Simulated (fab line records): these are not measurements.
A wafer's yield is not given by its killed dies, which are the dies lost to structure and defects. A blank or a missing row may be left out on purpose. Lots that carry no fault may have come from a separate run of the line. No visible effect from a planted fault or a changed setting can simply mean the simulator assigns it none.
fab line records ; flow n5_finfet
record: lots: 7; wafers: 21
route steps=1938 shown BEOL_M6@1200 BEOL_M7@1266 BEOL_M8@1368
start_h: the number of hours between the record's first day and the start of the first shown wafer of the lot ; wait_h: hours elapsed since this lot's preceding step ; " as in the row above ; L1.1+2: several wafers, shown together as one row ; - no value, or no start given ; * or withheld: withheld ; < > ~ a bound
route shown NAME@n: a module of which the file shows steps, and the number in the route of the first ; usual: mean/standard deviation of fault-free wafers ; same: alike in all rows ; chamber/n: place in a boat ; sites: the reading at each site ; _std_site: the values' standard deviation ; _edge_site: outer sites' mean less inner sites' ; radius_mm: how far each site lies from the wafer's centre ; mask NAME#n: copy n ; behind: the tool/chamber that last shaped the wafer ; hold: cause of the lot's hold/its duration in hours/its outcome ; device: which transistor (n, p or np) failed to switch ; end of line: tests of these same wafers at the route's end ; for a step that has no rows: nothing shown but its recipe ; killed: the dies lost at the first sort to structure and to defects; this is not the yield of the wafer ; map: a wafer's dies, x killed, . not, _ none there
set.NAME: setting as actually run; set.NAME@STEP: the setting as run at that earlier step ; model.NAME: the simulator's own value behind a step, which no gauge read
lots where settings were altered on purpose, with a table for each step and a row for each wafer
== steps ==
step: N5_BEOL_M6_COAT_60
recipe: resist: SiARC; temp_c: 220; time_s: 60; spin_rpm: 1500; resist_thk_nm: 35
lot.wafer;tool;chamber;start_h;wait_h;set.spin_rpm;model.SiARC_of_BEOL_M6_COAT_60.thk_nm
L078.1+3;litho_track-05;0;-;-;1500;35
L078.2;litho_track-05;0;-;-;1500;35.2
L081.1+5;litho_track-04;0;-;-;1500;35
L081.4;litho_track-04;0;-;-;1626;33.6
L083.3;litho_track-04;0;-;-;1500;35
L083.4+6;litho_track-04;0;-;-;1426;36
L082.1;litho_track-04;0;-;-;1345;37
L082.2;litho_track-04;0;-;-;1345;36.8
L082.3;litho_track-04;0;-;-;1500;35
L090.1;litho_track-05;0;-;-;1551;34.4
L090.3+6;litho_track-05;0;-;-;1500;35
L093.1+4;litho_track-05;0;-;-;1500;34.8
L093.6;litho_track-05;0;-;-;1573;34.2
L095.2+3;litho_track-03;0;-;-;1347;36.8
L095.5;litho_track-03;0;-;-;1500;34.8
step: N5_BEOL_M6_COAT_05
recipe: resist: CAR-ArF; spin_rpm: 1500; resist_thk_nm: 90
step: N5_BEOL_M6_EBR_07
recipe: solvent: PGMEA; ebr_width_mm: 1.5
step: N5_BEOL_M6_DESCUM_16
recipe: chemistry: O2; time_s: 7.9; source_power_w: 50; bias_power_w: 20; pressure_mtorr: 20; rf_frequency_hz: 2.712e+07; temp_c: 40; resist: CAR-ArF; o2_flow_sccm: 225
step: N5_BEOL_M6_ETCH_61
recipe: chemistry: CF4; target: SiARC; target_depth_a: 455; mask_material: CAR-ArF; time_s: 75.8; ion_energy_ev: 80; pressure_mtorr: 40; source_w: 545; bias_w: 36; Ar_flow_sccm: 100; cf4_flow_sccm: 100; ends: cleared
lot.wafer;tool;chamber;start_h;wait_h;set.spin_rpm@BEOL_M6_COAT_60;model.etch.depth_nm;model.CAR-ArF_of_BEOL_M6_COAT_05.thk_nm
L078.1;rie_diel-04;1;208.00;0.0;1500;34.98;51
L078.2;rie_diel-04;2;208.00;0.0;1500;35.12;51
L078.3;rie_diel-04;3;208.00;0.0;1500;34.95;51.2
L081.1;rie_diel-03;0;227.35;0.0;1500;35.09;51
L081.4;rie_diel-03;1;227.35;0.0;1626;33.7;52.4
L081.5;rie_diel-03;0;227.35;0.0;1500;34.96;51
L083.3;rie_diel-04;2;236.84;0.0;1500;35.05;50.8
L083.4;rie_diel-04;3;236.84;0.0;1426;35.9;50
L083.6;rie_diel-04;2;236.84;0.0;1426;35.91;50
L082.1;rie_diel-06;2;237.38;0.0;1345;37.01;49
L082.2;rie_diel-06;0;237.38;0.0;1345;36.84;49.4
L082.3;rie_diel-06;3;237.38;0.0;1500;34.93;51
L090.1;rie_diel-04;3;293.66;0.0;1551;34.35;52
L090.3;rie_diel-04;0;293.66;0.0;1500;34.98;51.4
L090.6;rie_diel-04;3;293.66;0.0;1500;35.03;51.4
L093.1;rie_diel-04;3;298.26;0.0;1500;34.82;51.2
L093.4;rie_diel-04;2;298.26;0.0;1500;34.89;51
L093.6;rie_diel-04;3;298.26;0.0;1573;34.13;51.6
L095.2;rie_diel-03;3;315.22;0.0;1347;36.75;49.6
L095.3;rie_diel-03;1;315.22;0.0;1347;36.71;49.6
L095.5;rie_diel-03;0;315.22;0.0;1500;34.81;51.4
step: N5_BEOL_M6_ETCH_62
recipe: chemistry: N2/H2; target: SOC; target_depth_a: 1100; overetch_a: 220; mask_material: SiARC; temp_c: 40; time_s: 165; ion_energy_ev: 200; pressure_mtorr: 30; source_w: 840; bias_w: 150; n2_flow_sccm: 200; h2_flow_sccm: 200
lot.wafer;tool;chamber;start_h;wait_h;set.spin_rpm@BEOL_M6_COAT_60;model.SiARC_of_BEOL_M6_COAT_60.thk_nm
L078.1+2+3;rie_diel-04;1,2,3;208.05;0.0;1500;28.4
L081.1;rie_diel-03;0;227.40;0.0;1500;28.4
L081.4;rie_diel-03;1;227.40;0.0;1626;27.2
L081.5;rie_diel-03;0;227.40;0.0;1500;28.2
L083.3;rie_diel-04;2;236.90;0.0;1500;28.2
L083.4;rie_diel-04;3;236.90;0.0;1426;29.2
L083.6;rie_diel-04;2;236.90;0.0;1426;29
L082.1;rie_diel-06;2;237.43;0.0;1345;30.6
L082.2;rie_diel-06;0;237.43;0.0;1345;30.4
L082.3;rie_diel-06;3;237.43;0.0;1500;28
L090.1;rie_diel-04;3;293.72;0.0;1551;27.6
L090.3;rie_diel-04;0;293.72;0.0;1500;29
L090.6;rie_diel-04;3;293.72;0.0;1500;28.4
L093.1+4;rie_diel-04;3,2;298.32;0.0;1500;28.2
L093.6;rie_diel-04;3;298.32;0.0;1573;27.4
L095.2+3;rie_diel-03;3,1;315.27;0.0;1347;30.2
L095.5;rie_diel-03;0;315.27;0.0;1500;28.2
step: N5_BEOL_M6_STRIP_68
recipe: chemistry: N2/H2; temp_c: 40; n2_flow_sccm: 200; h2_flow_sccm: 200; rf_frequency_hz: 6e+07
step: N5_BEOL_M6_STRIP_67
recipe: chemistry: CF4; resist: SiARC; power_w: 300; bias_power_w: 75; pressure_mtorr: 50; cf4_flow_sccm: 150; rf_frequency_hz: 6e+07
step: N5_BEOL_M6_HM_OPEN_17
recipe: chemistry: Cl2/BCl3; target_depth_a: 200; overetch_a: 60; target: TiN; mask_material: SOC; ion_energy_ev: 150; pressure_mtorr: 10; icp_w: 1000; bias_w: 126; Cl2_flow_sccm: 53.25; bcl3_flow_sccm: 21.75; Ar_flow_sccm: 25
lot.wafer;tool;chamber;start_h;wait_h;set.target_thk_a@BEOL_M6_HM_DEP_02;model.etch.depth_nm
L078.1;rie_metal-03;1;208.24;0.0;200;19.88
L078.2;rie_metal-03;0;208.24;0.0;200;19.76
L078.3;rie_metal-03;1;208.24;0.0;200;20.08
L081.1;rie_metal-03;1;227.59;0.0;221.4;22.38
L081.4;rie_metal-03;1;227.59;0.0;200;20.21
L081.5;rie_metal-03;0;227.59;0.0;200;20.5
L083.3;rie_metal-03;1;237.11;0.1;200;20.34
L083.4;rie_metal-03;0;237.11;0.1;222;22.19
L083.6;rie_metal-03;1;237.11;0.1;200;20.45
L082.1;rie_metal-01;1;237.62;0.0;215.6;21.72
L082.2;rie_metal-01;0;237.62;0.0;200;20.45
L082.3;rie_metal-01;0;237.62;0.0;200;20.08
L090.1;rie_metal-01;1;293.91;0.0;224.7;22.68
L090.3;rie_metal-01;0;293.91;0.0;200;20.27
L090.6;rie_metal-01;1;293.91;0.0;224.7;21.97
L093.1;rie_metal-01;0;298.51;0.0;174.5;17.46
L093.4;rie_metal-01;1;298.51;0.0;174.5;17.32
L093.6;rie_metal-01;0;298.51;0.0;174.5;17.29
L095.2;rie_metal-03;0;315.46;0.0;200;20.15
L095.3;rie_metal-03;0;315.46;0.0;193.2;19.4
L095.5;rie_metal-03;1;315.46;0.0;193.2;19.49
step: N5_BEOL_M7_PECVD_70
recipe: material: SiO2; target_thk_a: 200; temp_c: 400; precursor: TEOS/O2; pressure_torr: 5.5; rf_w: 450; teos_flow_sccm: 53.8; gas: O2; flow_sccm: 3000; time_s: 22.7
lot.wafer;tool;chamber;start_h;wait_h;set.temp_c;model.SiO2_of_BEOL_M7_PECVD_70.thk_nm
L078.1+2;pecvd-03;2,0;214.75;0.0;400;19.8
L078.3;pecvd-03;1;214.75;0.0;400;19.6
L081.1;pecvd-03;0;236.52;0.0;400;19.6
L081.4;pecvd-03;0;236.52;0.0;390.9;21.4
L081.5;pecvd-03;2;236.52;0.0;390.9;21
L083.3;pecvd-01;0;241.41;0.0;400;20
L083.4;pecvd-01;1;241.41;0.0;388.5;21.8
L083.6;pecvd-01;2;241.41;0.0;400;20.4
L082.1;pecvd-04;1;243.18;0.0;400;19.6
L082.2;pecvd-04;0;243.18;0.0;393.7;20.6
L082.3;pecvd-04;2;243.18;0.0;400;20.4
L090.1+3;pecvd-04;2,1;299.66;0.0;400;20.2
L090.6;pecvd-04;0;299.66;0.0;400;20
L093.1;pecvd-03;2;307.04;0.0;412;18
L093.4+6;pecvd-03;2;307.04;0.0;400;20.2
L095.2;pecvd-03;1;321.13;0.0;400;20
L095.3;pecvd-03;0;321.13;0.0;400;19.8
L095.5;pecvd-03;0;321.13;0.0;400;20.2
step: N5_BEOL_M7_COAT_05
recipe: resist: CAR-ArF; spin_rpm: 1500; resist_thk_nm: 90
lot.wafer;tool;chamber;start_h;wait_h;set.spin_rpm;model.CAR-ArF_of_BEOL_M7_COAT_05.thk_nm
L078.1+2+3;litho_track-02;0;-;-;1500;90
L081.1+4;litho_track-01;0;-;-;1500;90
L081.5;litho_track-01;0;-;-;1500;90.2
L083.3+4+6;litho_track-05;0;-;-;1500;90
L082.1;litho_track-02;0;-;-;1500;90.4
L082.2+3;litho_track-02;0;-;-;1568;88.2
L090.1;litho_track-01;0;-;-;1500;90
L090.3;litho_track-01;0;-;-;1648;86
L090.6;litho_track-01;0;-;-;1648;85.8
L093.1;litho_track-02;0;-;-;1662;86.2
L093.4;litho_track-02;0;-;-;1662;85.8
L093.6;litho_track-02;0;-;-;1500;90.4
L095.2;litho_track-02;0;-;-;1500;90
L095.3;litho_track-02;0;-;-;1380;94
L095.5;litho_track-02;0;-;-;1380;93.8
step: N5_BEOL_M7_EBR_07
recipe: solvent: PGMEA; ebr_width_mm: 1.5
step: N5_BEOL_M7_SOFTBAKE_06
recipe: temp_c: 110; time_s: 60; resist: CAR-ArF
step: N5_BEOL_M7_EXPOSE_08
recipe: mask_id: M7; na: 1.35; source_shape: dipole; sigma_inner: 0.817; sigma_outer: 0.97; polarization: te; dose_mj: 68.25
step: N5_BEOL_M7_PEB_09
recipe: peb_temp_c: withheld; peb_time_s: 60; resist: CAR-ArF
step: N5_BEOL_M7_DEVELOP_10
recipe: develop_time_s: 30; developer: TMAH; resist: CAR-ArF; rinse_liquid: diw; dry: air_spin; dev_temp_c: 23
lot.wafer;tool;chamber;start_h;wait_h;set.spin_rpm@BEOL_M7_COAT_05;model.CAR-ArF_of_BEOL_M7_COAT_05.thk_nm
L078.1+2;litho_track-02;0;-;-;1500;88.4
L078.3;litho_track-02;0;-;-;1500;88.2
L081.1+4+5;litho_track-01;0;-;-;1500;88.4
L083.3+4;litho_track-01;0;-;-;1500;88.4
L083.6;litho_track-01;0;-;-;1500;88.2
L082.1;litho_track-05;0;-;-;1500;88.6
L082.2+3;litho_track-05;0;-;-;1568;86.6
L090.1;litho_track-02;0;-;-;1500;88.2
L090.3;litho_track-02;0;-;-;1648;84.4
L090.6;litho_track-02;0;-;-;1648;84.2
L093.1;litho_track-01;0;-;-;1662;84.6
L093.4;litho_track-01;0;-;-;1662;84.2
L093.6;litho_track-01;0;-;-;1500;88.6
L095.2;litho_track-01;0;-;-;1500;88.2
L095.3;litho_track-01;0;-;-;1380;92.4
L095.5;litho_track-01;0;-;-;1380;92
step: N5_BEOL_M7_TRENCH_ETCH_37
recipe: chemistry: C4F6/O2; target_depth_a: 934.78; target: SiCOH_lowk; time_s: 31.2; ion_energy_ev: 250; pressure_mtorr: 30; source_w: 345; bias_w: 185; Ar_flow_sccm: 300; C4F6_flow_sccm: 10; O2_flow_sccm: 10
lot.wafer;tool;chamber;start_h;wait_h;set.time_s;model.etch.depth_nm;model.BEOL_M7.feature_depth_nm
L078.1;rie_diel-05;2;-;-;31.2;94.36;94.4
L078.2;rie_diel-05;0;-;-;31.2;93.04;93
L078.3;rie_diel-05;1;-;-;31.2;97.7;97.6
L081.1;rie_diel-01;2;-;-;29.12;86.4;86.4
L081.4;rie_diel-01;0;-;-;31.2;96.12;96.2
L081.5;rie_diel-01;2;-;-;29.12;85.91;86
L083.3;rie_diel-01;1;-;-;28.38;85.5;85.6
L083.4;rie_diel-01;2;-;-;28.38;82.7;82.6
L083.6;rie_diel-01;2;-;-;31.2;91.43;91.4
L082.1;rie_diel-05;1;-;-;36.16;112.2;112.2
L082.2;rie_diel-05;0;-;-;36.16;108.8;108.8
L082.3;rie_diel-05;2;-;-;36.16;109.6;109.6
L090.1;rie_diel-01;2;-;-;31.2;94.73;94.8
L090.3;rie_diel-01;3;-;-;31.2;92.86;92.8
L090.6;rie_diel-01;3;-;-;31.2;93.34;93.4
L093.1;rie_diel-05;0;-;-;31.2;94.35;94.4
L093.4;rie_diel-05;2;-;-;29.36;88.36;88.4
L093.6;rie_diel-05;2;-;-;31.2;94.14;94.2
L095.2;rie_diel-05;2;-;-;31.2;93.35;93.4
L095.3;rie_diel-05;3;-;-;31.2;91.02;91
L095.5;rie_diel-05;3;-;-;31.2;90.11;90.2
step: N5_BEOL_M7_ETCH_41
recipe: chemistry: CH3F/O2; target: SiCN; target_depth_a: 319; taper_deg: 2; time_s: 57.8; ion_energy_ev: 120; mask_material: TiN; pressure_mtorr: 30; source_w: 395; bias_w: 75; Ar_flow_sccm: 150; CH3F_flow_sccm: 30; O2_flow_sccm: 20
step: N5_BEOL_M7_STRIP_80
recipe: chemistry: N2/H2; time_s: 10; power_w: 450; temp_c: 40; pressure_mtorr: 20; rf_frequency_hz: 6e+07; bias_power_w: 7; n2_flow_sccm: 200; h2_flow_sccm: 200
step: N5_BEOL_M7_OCD_MEAS_38
usual: trench_depth_nm: 93.7/2.2
lot.wafer;tool;chamber;start_h;wait_h;set.time_s@BEOL_M7_TRENCH_ETCH_37;trench_depth_nm
L078.1;ocd-01;-;218.14;-;31.2;94.3
L078.2;ocd-01;-;218.14;-;31.2;93.0
L078.3;ocd-01;-;218.14;-;31.2;97.3
L081.1;ocd-02;-;241.44;-;29.12;86.4
L081.4;ocd-02;-;241.44;-;31.2;96.7
L081.5;ocd-02;-;241.44;-;29.12;86.7
L083.3;ocd-02;-;244.75;-;28.38;85.5
L083.4;ocd-02;-;244.75;-;28.38;82.6
L083.6;ocd-02;-;244.75;-;31.2;91.3
L082.1;ocd-02;-;247.38;-;36.16;112.3
L082.2;ocd-02;-;247.38;-;36.16;108.6
L082.3;ocd-02;-;247.38;-;36.16;109.5
L090.1;ocd-02;-;304.14;-;31.2;94.2
L090.3;ocd-02;-;304.14;-;31.2;93.3
L090.6;ocd-02;-;304.14;-;31.2;93.4
L093.1;ocd-02;-;310.15;-;31.2;94.1
L093.4;ocd-02;-;310.15;-;29.36;88.3
L093.6;ocd-02;-;310.15;-;31.2;94.2
L095.2;ocd-02;-;324.33;-;31.2;93.2
L095.3;ocd-02;-;324.33;-;31.2;90.5
L095.5;ocd-02;-;324.33;-;31.2;90.4
step: N5_BEOL_M7_HM_STRIP_39
recipe: chemistry: peroxide_tin_strip; material: TiN; target_depth_a: 250; temp_c: 50; time_s: 158
lot.wafer;tool;chamber;start_h;wait_h;set.temp_c@BEOL_M7_PECVD_70;model.SiO2_of_BEOL_M7_PECVD_70.thk_nm
L078.1+2;wet_bench-05;6,2;218.17;0.0;400;19.8
L078.3;wet_bench-05;0;218.17;0.0;400;19.6
L081.1;wet_bench-02;7;241.47;0.0;400;19.4
L081.4;wet_bench-02;1;241.47;0.0;390.9;21.2
L081.5;wet_bench-02;6;241.47;0.0;390.9;21
L083.3;wet_bench-04;2;244.78;0.0;400;19.8
L083.4;wet_bench-04;3;244.78;0.0;388.5;21.6
L083.6;wet_bench-04;5;244.78;0.0;400;20.2
L082.1;wet_bench-04;3;247.41;0.0;400;19.4
L082.2;wet_bench-04;0;247.41;0.0;393.7;20.4
L082.3;wet_bench-04;4;247.41;0.0;400;20.2
L090.1+3+6;wet_bench-04;4,5,2;304.18;0.0;400;20
L093.1;wet_bench-04;7;310.18;0.0;412;17.8
L093.4;wet_bench-04;6;310.18;0.0;400;20
L093.6;wet_bench-04;5;310.18;0.0;400;20.2
L095.2;wet_bench-04;1;324.36;0.0;400;19.8
L095.3;wet_bench-04;0;324.36;0.0;400;19.6
L095.5;wet_bench-04;2;324.36;0.0;400;20.2
step: N5_BEOL_M8_DESCUM_33
recipe: chemistry: O2; time_s: 7; source_power_w: 50; bias_power_w: 20; pressure_mtorr: 20; rf_frequency_hz: 2.712e+07; temp_c: 40; resist: CAR-EUV; o2_flow_sccm: 225
lot.wafer;tool;chamber;start_h;wait_h;set.time_s;model.CAR-EUV_of_BEOL_M8_COAT_22.thk_nm
L078.1+3;rie_diel-04;1,3;226.28;0.1;7;26.2
L078.2;rie_diel-04;0;226.28;0.1;7;26
L081.1;rie_diel-04;1;247.72;0.0;5.718;26.8
L081.4;rie_diel-04;2;247.72;0.0;7;26
L081.5;rie_diel-04;1;247.72;0.0;7;26.2
L083.3;rie_diel-06;0;250.84;0.0;7;26.2
L083.4;rie_diel-06;1;250.84;0.0;7.55;26
L083.6;rie_diel-06;0;250.84;0.0;7;26
L082.1+3;rie_diel-04;1,0;253.27;0.0;7;26.2
L082.2;rie_diel-04;2;253.27;0.0;7;26
L090.1+6;rie_diel-04;2,3;309.94;0.0;5.605;26.8
L090.3;rie_diel-04;3;309.94;0.0;7;26.2
L093.1+4;rie_diel-04;3,0;317.14;0.0;7;26.2
L093.6;rie_diel-04;2;317.14;0.0;7.784;25.8
L095.2;rie_diel-03;3;329.85;0.1;7;26
L095.3+5;rie_diel-03;1;329.85;0.1;7;26.2
== key ==
split: step: N5_BEOL_M6_COAT_60; setting: spin_rpm; stated: 1500; by: wafer
response: step: N5_BEOL_M6_COAT_60; reading: model.SiARC_of_BEOL_M6_COAT_60.thk_nm; change: -0.181; per: 1%; r: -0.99
response: step: N5_BEOL_M6_ETCH_61; reading: model.etch.depth_nm; change: -0.18; per: 1%; r: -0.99
response: step: N5_BEOL_M6_ETCH_61; reading: model.CAR-ArF_of_BEOL_M6_COAT_05.thk_nm; change: +0.168; per: 1%; r: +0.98
response: step: N5_BEOL_M6_ETCH_62; reading: model.SiARC_of_BEOL_M6_COAT_60.thk_nm; change: -0.198; per: 1%; r: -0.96
split: step: N5_BEOL_M7_PECVD_70; setting: temp_c; stated: 400; by: wafer
response: step: N5_BEOL_M7_PECVD_70; reading: model.SiO2_of_BEOL_M7_PECVD_70.thk_nm; change: -0.633; per: 1%; r: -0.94
response: step: N5_BEOL_M7_HM_STRIP_39; reading: model.SiO2_of_BEOL_M7_PECVD_70.thk_nm; change: -0.655; per: 1%; r: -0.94
split: step: N5_BEOL_M7_COAT_05; setting: spin_rpm; stated: 1500; by: wafer
response: step: N5_BEOL_M7_COAT_05; reading: model.CAR-ArF_of_BEOL_M7_COAT_05.thk_nm; change: -0.433; per: 1%; r: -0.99
response: step: N5_BEOL_M7_DEVELOP_10; reading: model.CAR-ArF_of_BEOL_M7_COAT_05.thk_nm; change: -0.418; per: 1%; r: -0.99
split: step: N5_BEOL_M7_TRENCH_ETCH_37; setting: time_s; stated: 31.2; by: wafer
response: step: N5_BEOL_M7_TRENCH_ETCH_37; reading: model.etch.depth_nm; change: +1.04; per: 1%; r: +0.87
response: step: N5_BEOL_M7_TRENCH_ETCH_37; reading: model.BEOL_M7.feature_depth_nm; change: +1.04; per: 1%; r: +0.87
response: step: N5_BEOL_M7_OCD_MEAS_38; reading: trench_depth_nm; change: +1.04; per: 1%; r: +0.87
split: step: N5_BEOL_M8_DESCUM_33; setting: time_s; stated: 7; by: wafer
response: step: N5_BEOL_M8_DESCUM_33; reading: model.CAR-EUV_of_BEOL_M8_COAT_22.thk_nm; change: -0.0327; per: 1%; r: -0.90
split outside_this_file step=N5_BEOL_M6_HM_DEP_02 setting=target_thk_a
split outside_this_file: this setting was split too, and the file shows its column; the key of that split is in another file
